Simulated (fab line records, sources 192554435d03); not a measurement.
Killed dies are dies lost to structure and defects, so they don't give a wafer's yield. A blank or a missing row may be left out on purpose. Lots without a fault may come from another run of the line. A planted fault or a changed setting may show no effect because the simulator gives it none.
Which tool did it? | flow n5_finfet | 9 lots, 27 wafers sampled, at 4 steps of a route of 1938

WHAT THE GAUGES READ, wafer by wafer
N5_BEOL_M3_INSPECT_59: inspects for defects (darkfield).
lot  | measured     | on                | raw_defect_count
L838 | day 8 04:17  | defect_inspect-01 | 87 109 58
L843 | day 10 06:55 | defect_inspect-01 | 39 35 40
L845 | day 10 09:27 | defect_inspect-02 | 79 83 80
L846 | day 10 12:47 | defect_inspect-02 | 74 79 60
L848 | day 10 15:54 | defect_inspect-01 | 76 73 73
L847 | day 10 20:43 | defect_inspect-01 | 87 93 65
L856 | day 12 22:32 | defect_inspect-02 | 1106 1072 1059
L857 | day 13 07:17 | defect_inspect-01 | 1073 1068 1024
L858 | day 13 11:44 | defect_inspect-02 | 45 49 49

WHICH TOOL RAN EACH LOT (tool, then ch and the chambers of the sampled wafers, then the start)
lot  | N5_BEOL_M3_ANNEAL_91         | N5_BEOL_M3_SPUTTER_92        | N5_BEOL_M3_DEP_57
L838 | pvd_sputter-01, day 8 02:38  | pvd_sputter-01, day 8 02:47  | pecvd-02 ch 0,1,2, day 8 04:12
L843 | pvd_sputter-01, day 10 05:05 | pvd_sputter-01, day 10 05:13 | pecvd-02 ch 0,1,2, day 10 06:50
L845 | pvd_sputter-01, day 10 07:48 | pvd_sputter-01, day 10 07:56 | pecvd-02 ch 1,2, day 10 09:22
L846 | pvd_sputter-02, day 10 11:07 | pvd_sputter-02, day 10 11:16 | pecvd-02 ch 0,1,2, day 10 12:41
L848 | pvd_sputter-01, day 10 14:15 | pvd_sputter-01, day 10 14:23 | pecvd-02 ch 0,1,2, day 10 15:49
L847 | pvd_sputter-02, day 10 19:03 | pvd_sputter-02, day 10 19:11 | pecvd-02 ch 0,1,2, day 10 20:37
L856 | pvd_sputter-01, day 12 19:34 | pvd_sputter-01, day 12 19:42 | pecvd-02 ch 0,1,2, day 12 22:26
L857 | pvd_sputter-02, day 13 05:38 | pvd_sputter-02, day 13 05:47 | pecvd-02 ch 0,1,2, day 13 07:12
L858 | pvd_sputter-03, day 13 09:50 | pvd_sputter-03, day 13 09:59 | pecvd-01 ch 0,2, day 13 11:38
- N5_BEOL_M3_ANNEAL_91: time 240 s.
- N5_BEOL_M3_SPUTTER_92: material Cu, target thk 4.5 nm, time 8.29 s.
- N5_BEOL_M3_DEP_57: deposits SiCN from 3MS/NH3, target thk 8 nm, time 14 s.

THE ANSWER, worked out from the rows above alone
Rule: what is usual is taken from the lots themselves. Put in order of their means at a reading, lots are off if they are a third of the lots or fewer, leave a main group of 4 or more, and stand apart from it by a gap of 3 or more times the standard deviation of the main group's means; of several such gaps the widest counts. A main group whose means are all the same, to the digits that the tables above print for the reading, isn't used. A lot without any number at a reading at which 4 lots or more have one is off too. The other lots that the step has rows for count as sound.
Off: L856, L857, at N5_BEOL_M3_INSPECT_59 (raw_defect_count). The main group: mean 68, standard deviation 17.
A tool fits if, at a process step before that reading, it ran every lot that is off, and no sound lot after the first of them. The gauges at N5_BEOL_M3_INSPECT_59 are tried like those tools. One fits: pecvd-02 at N5_BEOL_M3_DEP_57. Its last sound lot is L847 (day 10 20:37), its first lot that is off L856 (day 12 22:26): a fault that began between those two fits.

WHAT THE SIMULATOR HAD PUT IN
Chamber particle source: pecvd-02, from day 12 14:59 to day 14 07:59, at N5_BEOL_M3_DEP_57. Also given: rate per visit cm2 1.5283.
Lots struck among those shown: L856, L857. The rule above found the same.
